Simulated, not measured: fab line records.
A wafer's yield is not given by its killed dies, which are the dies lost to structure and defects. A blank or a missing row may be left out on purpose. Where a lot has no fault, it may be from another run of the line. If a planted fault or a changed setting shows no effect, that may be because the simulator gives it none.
fab line records    flow n5_finfet
[record] lots = 6  wafers = 18  last_day = 16
route steps=1938 shown BEOL_M15@1779 PASSIVATION@1936
lots that met no fault: taken from a fault-free run of the same line
start_h: the number of hours between the record's first day and the start of the first shown wafer of the lot    wait_h: how many hours have passed since the lot's step before this one    " identical to the entry in the row above    L1.1+2: one row covering several wafers at once    - no value, or no start given    * or withheld: withheld    < > ~ a bound
route shown NAME@n: names a module that has steps shown in the file, with the first one's number in the route    usual: the fault-free wafers' mean and standard deviation    same: alike in all rows    chamber/n: place in a boat    sites: the reading at each site    _std_site: the standard deviation of these    _edge_site: the outer-site mean with the inner-site mean subtracted    radius_mm: how far each site lies from the wafer's centre    mask NAME#n: copy n    behind: the tool/chamber that last shaped the wafer    hold: why the lot went on hold/how many hours it stayed there/how the hold came to an end    device: the n, p or np transistor that did not switch    end of line: the same wafers' tests at the end of the route    a step given without rows: its recipe and nothing more    killed: count of dies lost to structure and defects at first sort (not the wafer's yield)    map: shows each die of a wafer: x if killed, . if not, _ if none is there
set.NAME: the setting as run; set.NAME@STEP: as run at that earlier step    model.NAME: the simulator's own value behind a step, which no gauge read
lots at some steps of the route; a table a step, a row a wafer
services: a tool's chamber out of use, with start hour (start_h, from the record's first day; less than 0 if before it), hours out, and reason
[[steps]]
[step N5_BEOL_M15_EXPOSE_07]
[recipe] mask_id = V14  na = 0.8  source_shape = annular  sigma_inner = 0.5  sigma_outer = 0.8  polarization = unpolarized  attpsm_phase_deg = 180  dose_mj = 41.25
[step N5_BEOL_M15_PEB_08]
[recipe] peb_temp_c = 130  peb_time_s = 90
[step N5_BEOL_M15_DEVELOP_09]
[recipe] develop_time_s = 45  rinse_liquid = diw  dry = air_spin  dev_temp_c = 21
[step N5_BEOL_M15_HARDBAKE_14]
[recipe] temp_c = 130  time_s = 120
[step N5_BEOL_M15_CD_MEAS_10]
[recipe] target_cd_nm = 360  landing_energy_ev = 500  detector = se_inlens  polarity = opening
[usual] cd_nm = 360.4/1.1
[same] landing_energy_ev = 500
lot.wafer  tool       chamber  start_h  wait_h  cd_nm
L171.2     cd_sem-02  0        290.77   -       360.8
L171.4     "          0        "        "       358.9
L171.6     "          0        "        "       360.4
L176.2     cd_sem-03  0        291.59   -       361.7
L176.4     "          0        "        "       361.5
L176.5     "          0        "        "       360.9
L178.1     cd_sem-03  0        319.50   -       360.4
L178.2     "          0        "        "       361.4
L178.6     "          0        "        "       360.4
L187.4     cd_sem-01  0        359.29   -       361.2
L187.5     "          0        "        "       358.9
L187.6     "          0        "        "       362.2
L185.2     cd_sem-03  0        364.05   -       357.5
L185.3     "          0        "        "       358.3
L185.5     "          0        "        "       358.9
L186.4     cd_sem-01  0        370.41   -       360.4
L186.5     "          0        "        "       361.3
L186.6     "          0        "        "       360.9
[step N5_BEOL_M15_OVL_MEAS_11]
[recipe] points_per_wafer = 44
[usual] V14_OVL = 2/5.2
lot.wafer  tool        chamber  start_h  wait_h  V14_OVL[nm]
L171.2     overlay-02  0        290.80   0.0     1
L171.4     "           0        "        "       6
L171.6     "           0        "        "       6
L176.2     overlay-02  0        291.62   0.0     -6
L176.4     "           0        "        "       -13
L176.5     "           0        "        "       0
L178.1     overlay-02  0        319.53   0.0     5
L178.2     "           0        "        "       0
L178.6     "           0        "        "       4
L187.4     overlay-02  0        359.32   0.0     -3
L187.5     "           0        "        "       0
L187.6     "           0        "        "       3
L185.2     overlay-01  0        364.08   0.0     -1
L185.3     "           0        "        "       5
L185.5     "           0        "        "       6
L186.4     overlay-02  0        370.44   0.0     8
L186.5     "           0        "        "       12
L186.6     "           0        "        "       12
[step N5_BEOL_M15_INSPECT_12]
[recipe] mode = adi  inspect_instrument = macro
[usual] raw_defect_count = 2.0/1.5
lot.wafer  tool               chamber  start_h  wait_h  raw_defect_count
L171.2     defect_inspect-01  -        290.83   0.0     2
L171.4     "                  -        "        "       5
L171.6     "                  -        "        "       1
L176.2     defect_inspect-01  -        291.64   0.0     4
L176.4     "                  -        "        "       0
L176.5     "                  -        "        "       0
L178.1     defect_inspect-01  -        319.56   0.0     2
L178.2     "                  -        "        "       4
L178.6     "                  -        "        "       0
L187.4     defect_inspect-01  -        359.34   0.0     0
L187.5     "                  -        "        "       5
L187.6     "                  -        "        "       2
L185.2     defect_inspect-01  -        364.10   0.0     3
L185.3     "                  -        "        "       3
L185.5     "                  -        "        "       1
L186.4     defect_inspect-01  -        370.46   0.0     0
L186.5     "                  -        "        "       1
L186.6     "                  -        "        "       1
[step N5_BEOL_M15_DESCUM_15]
[recipe] chemistry = O2  time_s = 7.9  source_power_w = 50  bias_power_w = 20  pressure_mtorr = 20  rf_frequency_hz = 2.712e+07  temp_c = 40  o2_flow_sccm = 225
[usual] drypump_motor_current_A = 5.8/0.41  oes_product_au = 0.78/0.068  rf_vpp_V = 243.2/1.5  showerhead_plenum_p_Torr = 2.10/0.084  throttle_valve_pct = 20.45/0.18
lot.wafer  tool         chamber  start_h  wait_h  drypump_motor_current_A  oes_product_au  rf_hours_counter_h  rf_vpp_V  showerhead_plenum_p_Torr  throttle_valve_pct
L171.2     rie_diel-03  3        290.97   0.1     6.0                      0.87            49                  244.6     2.22                      20.51
L171.4     "            2        "        "       6.2                      0.80            103                 243.0     2.10                      20.23
L171.6     "            0        "        "       5.4                      0.74            -                   240.5     2.08                      20.58
L176.2     rie_diel-05  2        291.68   0.0     5.5                      0.82            106                 244.0     2.20                      20.40
L176.4     "            3        "        "       5.4                      0.97            6                   242.4     2.05                      19.99
L176.5     "            2        "        "       5.4                      0.80            -                   245.5     2.20                      20.42
L178.1     rie_diel-03  3        320.13   0.6     6.1                      0.86            64                  245.6     2.21                      20.52
L178.2     "            1        "        "       6.0                      0.70            237                 240.8     1.98                      20.50
L178.6     "            0        "        "       5.4                      0.72            -                   242.8     2.07                      20.61
L187.4     rie_diel-04  3        359.38   0.0     6.0                      0.71            197                 241.3     1.99                      20.39
L187.5     "            0        "        "       6.3                      0.71            -                   244.4     2.07                      20.43
L187.6     "            1        "        "       5.4                      0.81            -                   242.0     2.02                      20.80
L185.2     rie_diel-04  2        364.13   0.0     4.8                      0.69            219                 243.8     2.15                      20.25
L185.3     "            0        "        "       6.2                      0.71            219                 243.7     2.07                      20.45
L185.5     "            3        "        "       6.0                      0.71            -                   241.8     1.98                      20.41
L186.4     rie_diel-05  3        370.49   0.0     5.3                      0.89            37                  242.2     2.04                      20.04
L186.5     "            1        "        "       5.3                      0.81            -                   244.0     2.19                      20.31
L186.6     "            2        "        "       5.5                      0.79            -                   245.6     2.19                      20.44
[step N5_BEOL_M15_ETCH_59]
[recipe] chemistry = N2/H2  target = BARC  target_depth_a = 890  overetch_a = 267  time_s = 67.9  ion_energy_ev = 200  pressure_mtorr = 30  source_w = 840  bias_w = 150  n2_flow_sccm = 200  h2_flow_sccm = 200
[usual] drypump_motor_current_A = 5.8/0.41  h2_flow_sccm = 200.0/0.56  oes_product_au = 0.67/0.056  rf_vpp_V = 524.2/3  showerhead_plenum_p_Torr = 2.55/0.11  throttle_valve_pct = 17.92/0.2
lot.wafer  tool         chamber  start_h  wait_h  drypump_motor_current_A  h2_flow_sccm  oes_product_au  rf_hours_counter_h  rf_vpp_V  showerhead_plenum_p_Torr  throttle_valve_pct
L171.2     rie_diel-03  3        291.00   0.0     6.1                      199.7         0.74            49                  528.3     2.70                      18.06
L171.4     "            2        "        "       6.1                      200.1         0.69            103                 525.7     2.56                      17.67
L171.6     "            0        "        "       5.4                      200.3         0.63            -                   523.5     2.53                      18.01
L176.2     rie_diel-05  2        291.71   0.0     5.4                      200.3         0.70            106                 527.8     2.67                      17.95
L176.4     "            3        "        "       5.4                      200.6         0.82            6                   523.4     2.50                      17.43
L176.5     "            2        "        "       5.5                      200.6         0.70            -                   527.8     2.67                      17.95
L178.1     rie_diel-03  3        320.16   0.0     6.1                      199.6         0.73            64                  528.7     2.69                      18.09
L178.2     "            1        "        "       6.0                      200.9         0.60            237                 520.6     2.39                      17.94
L178.6     "            0        "        "       5.4                      200.1         0.62            -                   522.1     2.52                      18.01
L187.4     rie_diel-04  3        359.41   0.0     6.0                      200.6         0.61            197                 519.5     2.42                      17.93
L187.5     "            0        "        "       6.3                      200.0         0.61            -                   521.8     2.52                      17.83
L187.6     "            1        "        "       5.3                      201.0         0.69            -                   520.8     2.46                      18.29
L185.2     rie_diel-04  2        364.17   0.0     4.8                      200.5         0.60            219                 524.5     2.62                      17.77
L185.3     "            0        "        "       6.2                      199.5         0.61            219                 523.4     2.52                      17.82
L185.5     "            3        "        "       6.0                      200.4         0.61            -                   520.5     2.42                      17.91
L186.4     rie_diel-05  3        370.53   0.0     5.3                      199.6         0.76            37                  522.5     2.48                      17.49
L186.5     "            1        "        "       5.3                      199.4         0.68            -                   526.7     2.66                      17.75
L186.6     "            2        "        "       5.4                      200.2         0.67            -                   527.3     2.66                      18.01
[step N5_BEOL_M15_VIA_ETCH_16]
[recipe] chemistry = C4F8/O2/Ar  target = SiO2  he_inner_torr = 15  he_outer_torr = 30  target_depth_a = 17922  time_s = withheld  ion_energy_ev = 800  pressure_mtorr = 20  source_w = 1905  bias_w = 2040  Ar_flow_sccm = 400  C4F8_flow_sccm = 16  O2_flow_sccm = 12  ends = cleared
[usual] drypump_motor_current_A = 5.8/0.41  oes_ar_750_au = 0.78/0.066  oes_f_703_au = 0.78/0.066  oes_o_777_au = 0.78/0.065  oes_product_au = 0.70/0.061  rf_vpp_V = 2210/21  showerhead_plenum_p_Torr = 3.45/0.13  throttle_valve_pct = 30.90/0.24
lot.wafer  tool         chamber  start_h  wait_h  drypump_motor_current_A  oes_ar_750_au  oes_f_703_au  oes_o_777_au  oes_product_au  rf_vpp_V  showerhead_plenum_p_Torr  throttle_valve_pct
L171.2     rie_diel-03  3        291.05   0.0     6.1                      0.88           0.86          0.87          0.80            2224      3.64                      31.16
L171.4     "            2        "        "       6.1                      0.80           0.79          0.79          0.72            2222      3.46                      30.64
L171.6     "            0        "        "       5.4                      0.73           0.73          0.72          0.65            2230      3.43                      31.01
L176.2     rie_diel-05  2        291.76   0.0     5.5                      0.82           0.83          0.83          0.74            2234      3.58                      30.80
L176.4     "            3        "        "       5.3                      0.95           0.95          0.95          0.87            2201      3.39                      30.54
L176.5     "            2        "        "       5.4                      0.82           0.82          0.82          0.74            2234      3.58                      30.80
L178.1     rie_diel-03  3        320.21   0.0     6.1                      0.85           0.85          0.85          0.77            2223      3.64                      31.17
L178.2     "            1        "        "       6.0                      0.70           0.70          0.70          0.62            2175      3.27                      30.89
L178.6     "            0        "        "       5.4                      0.73           0.72          0.72          0.65            2229      3.42                      31.05
L187.4     rie_diel-04  3        359.46   0.0     6.0                      0.71           0.72          0.72          0.64            2176      3.27                      30.77
L187.5     "            0        "        "       6.2                      0.70           0.71          0.70          0.63            2209      3.39                      30.67
L187.6     "            1        "        "       5.4                      0.80           0.81          0.80          0.72            2175      3.34                      31.46
L185.2     rie_diel-04  2        364.22   0.0     4.8                      0.70           0.71          0.71          0.64            2213      3.53                      30.64
L185.3     "            0        "        "       6.3                      0.71           0.70          0.70          0.63            2209      3.39                      30.66
L185.5     "            3        "        "       6.0                      0.72           0.72          0.72          0.64            2177      3.27                      30.78
L186.4     rie_diel-05  3        370.58   0.0     5.3                      0.88           0.87          0.88          0.79            2201      3.38                      30.58
L186.5     "            1        "        "       5.3                      0.80           0.81          0.80          0.71            2214      3.59                      30.78
L186.6     "            2        "        "       5.4                      0.79           0.80          0.79          0.71            2233      3.57                      30.81
[step N5_BEOL_M15_STRIP_63]
[recipe] chemistry = O2  power_w = 600  temp_c = 60  pressure_mtorr = 30  rf_frequency_hz = 6e+07  bias_power_w = 0  overash_fraction = 0.3  o2_flow_sccm = 225
[usual] chamber_pressure_mTorr = 30.00/0.042  drypump_motor_current_A = 5.8/0.41  oes_product_au = 0.78/0.068  rf_vpp_V = 3.5/0.73  showerhead_plenum_p_Torr = 2.10/0.084  throttle_valve_pct = 16.70/0.18
[same] bias_power_w = 0
lot.wafer  tool         chamber  start_h  wait_h  chamber_pressure_mTorr  drypump_motor_current_A  oes_product_au  rf_hours_counter_h  rf_vpp_V  showerhead_plenum_p_Torr  throttle_valve_pct
L171.2     rie_diel-03  3        -        -       29.96                   6.0                      0.89            50                  3.7       2.22                      16.73
L171.4     "            2        "        "       30.04                   6.2                      0.81            103                 4.5       2.11                      16.48
L171.6     "            0        "        "       29.96                   5.4                      0.73            -                   3.8       2.08                      16.88
L176.2     rie_diel-05  2        -        -       30.04                   5.4                      0.82            106                 2.3       2.21                      16.64
L176.4     "            3        "        "       29.99                   5.3                      0.96            6                   3.1       2.06                      16.22
L176.5     "            2        "        "       29.92                   5.4                      0.81            -                   3.5       2.21                      16.62
L178.1     rie_diel-03  3        -        -       30.04                   6.1                      0.85            64                  3.9       2.21                      16.74
L178.2     "            1        "        "       30.00                   6.0                      0.69            237                 3.2       1.98                      16.78
L178.6     "            0        "        "       30.00                   5.4                      0.72            -                   2.2       2.08                      16.88
L187.4     rie_diel-04  3        -        -       29.99                   6.0                      0.72            197                 4.3       1.99                      16.68
L187.5     "            0        "        "       29.96                   6.3                      0.70            -                   3.0       2.08                      16.73
L187.6     "            1        "        "       29.97                   5.4                      0.80            -                   3.9       2.03                      16.98
L185.2     rie_diel-04  2        -        -       29.92                   4.8                      0.69            219                 3.6       2.16                      16.56
L185.3     "            0        "        "       29.98                   6.3                      0.71            219                 2.9       2.08                      16.75
L185.5     "            3        "        "       30.01                   6.0                      0.71            -                   3.5       1.99                      16.70
L186.4     rie_diel-05  3        -        -       30.03                   5.3                      0.89            38                  3.9       2.05                      16.28
L186.5     "            1        "        "       30.03                   5.3                      0.79            -                   5.0       2.19                      16.56
L186.6     "            2        "        "       30.01                   5.5                      0.78            -                   2.9       2.20                      16.68
[step N5_BEOL_M15_STRIP_64]
[recipe] chemistry = O2  power_w = 600  temp_c = 60  pressure_mtorr = 30  rf_frequency_hz = 6e+07  bias_power_w = 0  overash_fraction = 0.3  o2_flow_sccm = 225
[usual] chamber_pressure_mTorr = 29.997/0.026  drypump_motor_current_A = 5.8/0.41  oes_product_au = 0.78/0.068  rf_vpp_V = 3.7/0.51  showerhead_plenum_p_Torr = 2.10/0.084  throttle_valve_pct = 16.70/0.18
[same] bias_power_w = 0
lot.wafer  tool         chamber  start_h  wait_h  chamber_pressure_mTorr  drypump_motor_current_A  oes_product_au  rf_hours_counter_h  rf_vpp_V  showerhead_plenum_p_Torr  throttle_valve_pct
L171.2     rie_diel-03  3        -        -       30.024                  6.1                      0.88            50                  4.1       2.22                      16.71
L171.4     "            2        "        "       29.937                  6.2                      0.81            103                 3.1       2.11                      16.48
L171.6     "            0        "        "       30.017                  5.4                      0.74            -                   3.8       2.08                      16.88
L176.2     rie_diel-05  2        -        -       30.007                  5.4                      0.82            106                 3.4       2.21                      16.64
L176.4     "            3        "        "       29.973                  5.3                      0.96            6                   3.9       2.06                      16.21
L176.5     "            2        "        "       30.042                  5.4                      0.81            -                   3.1       2.21                      16.64
L178.1     rie_diel-03  3        -        -       29.961                  6.1                      0.86            64                  3.5       2.21                      16.74
L178.2     "            1        "        "       30.005                  5.9                      0.70            237                 2.6       1.99                      16.80
L178.6     "            0        "        "       30.009                  5.4                      0.72            -                   3.4       2.08                      16.90
L187.4     rie_diel-04  3        -        -       29.991                  6.0                      0.71            198                 2.8       1.99                      16.69
L187.5     "            0        "        "       30.003                  6.3                      0.71            -                   4.6       2.08                      16.71
L187.6     "            1        "        "       29.983                  5.4                      0.80            -                   4.5       2.03                      16.99
L185.2     rie_diel-04  2        -        -       29.992                  4.8                      0.70            219                 3.6       2.16                      16.57
L185.3     "            0        "        "       29.980                  6.3                      0.70            219                 3.9       2.08                      16.74
L185.5     "            3        "        "       29.976                  6.0                      0.70            -                   3.1       1.99                      16.67
L186.4     rie_diel-05  3        -        -       30.017                  5.3                      0.88            38                  3.7       2.05                      16.26
L186.5     "            1        "        "       30.023                  5.3                      0.79            -                   3.1       2.19                      16.54
L186.6     "            2        "        "       29.995                  5.4                      0.78            -                   3.2       2.20                      16.70
[step N5_BEOL_M15_STRIP_65]
[recipe] chemistry = post_etch_residue_remover  time_s = 60  temp_c = 25  remover_ph = withheld  remover_water_wt_pct = withheld  remover_fluoride_wt_pct = withheld
[usual] run_length_s = 68.0/2.4  temp_c = 24.99/0.11
lot.wafer  tool          chamber  start_h  wait_h  run_length_s  temp_c
L171.2     wet_bench-05  0        291.40   -       -             -
L171.4     "             2        "        "       -             -
L171.6     "             6        "        "       -             -
L176.2     wet_bench-05  5        292.11   -       -             -
L176.4     "             6        "        "       -             -
L176.5     "             2        "        "       -             -
L178.1     wet_bench-03  7        320.57   -       66.9          25.13
L178.2     "             5        "        "       67.1          25.08
L178.6     "             4        "        "       65.7          24.94
L187.4     wet_bench-05  7        359.81   -       67.0          24.89
L187.5     "             4        "        "       65.0          25.21
L187.6     "             6        "        "       69.1          25.03
L185.2     wet_bench-03  6        364.57   -       73.0          25.00
L185.3     "             1        "        "       73.7          24.93
L185.5     "             0        "        "       73.4          25.09
L186.4     wet_bench-02  3        370.93   -       66.7          25.05
L186.5     "             2        "        "       66.7          24.86
L186.6     "             5        "        "       66.5          25.11
[step N5_BEOL_M15_SRD_66]
[recipe] time_s = 30  temp_c = 23  rinse_liquid = diw  dry = n2_spin  spin_rpm = 1500  dry_time_s = 30
[step N5_PASSIVATION_PROBE_49]
[usual] defect_limited_yield = 91.2/1.4  killed_at_M0_to_M3 = 34/9.4  killed_at_M4_up = 13/5.8  killed_at_contacts = 13/6.4  killed_at_front_end = 41/11  killed_at_other = 3.1/2.3  killed_dies = 103/16  killed_open = 69/12  killed_short = 33/7.8  sort_bin_5_function = 5.1/0.91  sort_bin_6_memory = 3.3/0.63  sort_n_pass = 1077/16  sort_yield_pct = 91.2/1.4
[same] gross_dies = 1180  killed_at_back_side = 0  sort_bin_4_leakage[%] = 0  sort_bin_8_speed[%] = 0
lot.wafer  tool       chamber  start_h  wait_h  defect_limited_yield[%]  killed_at_M0_to_M3  killed_at_M4_up  killed_at_contacts  killed_at_front_end  killed_at_other  killed_dies  killed_open  killed_short  sort_bin_5_function[%]  sort_bin_6_memory[%]  sort_n_pass  sort_yield_pct[%]
L178.1     prober-02  -        342.81   0.0     92.4                     37                  7                6                   35                   5                90           53           37            4.1                     3.3                   1090         92.4
L178.2     prober-02  -        342.86   0.1     90.7                     38                  11               16                  39                   6                110          71           39            5.4                     3.6                   1070         90.7
L178.6     prober-02  -        343.06   0.3     91.2                     36                  26               11                  31                   0                104          81           21            5.2                     3.5                   1076         91.2
// killed by level:class
L178.1 BEOL_M0_SAQP:geometric_particle:short=13 BEOL_M2:geometric_particle:open=8 STI_FIN_REVEAL:geometric_particle:open=7 STARTING-WAFER:geometric_particle:short=7 MOL_CONTACT_COAG:geometric_particle:open=6 DUMMY_GATE:geometric_particle:open=5 BEOL_M0:geometric_particle:open=5 GATE_CUT:geometric_particle:short=4
L178.2 MOL_CONTACT_COAG:geometric_particle:open=13 BEOL_M0_SAQP:geometric_particle:open=11 STI_FIN_REVEAL:geometric_particle:open=10 BEOL_M0_SAQP:geometric_particle:short=10 BEOL_M2:geometric_particle:open=7 DUMMY_GATE:geometric_particle:open=5 BEOL_M2:geometric_particle:short=5 BEOL_M4:geometric_particle:open=5
L178.6 BEOL_M4:geometric_particle:open=13 BEOL_M2:geometric_particle:open=11 STI_FIN_REVEAL:geometric_particle:open=8 MOL_CONTACT_COAG:geometric_particle:open=8 BEOL_M0_SAQP:geometric_particle:open=6 BEOL_M0_SAQP:geometric_particle:short=6 FIN_SAQP:geometric_particle:open=5 GATE_CUT:geometric_particle:open=5
[[services]]
tool         chamber  start_h  hours  kind
rie_diel-04  2        270.32   2.7    repair
rie_diel-04  2        293.38   3.7    repair
rie_diel-03  1        352.01   -      clean
rie_diel-03  1        352.01   -      consumable_replace:focus_ring
rie_diel-03  1        352.01   -      consumable_replace:showerhead
rie_diel-03  1        352.01   10.5   scheduled_down
rie_diel-03  1        352.01   10.5   vent_cycle
rie_diel-03  -        370.21   10.0   pm
[[key]]
[first_sign] step = N5_BEOL_M15_STRIP_65  reading = tool_record  direction = missing
effect none on later readings
met_at N5_BEOL_M15_STRIP_65
struck_wafers L171.2,L171.4,L171.6,L176.2,L176.4,L176.5
[fault] kind = skipped_step_whole  tool = wet_bench-05  chamber = -  onset_h = 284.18  steps = N5_BEOL_M15_STRIP_65  scope = struck_lots_only
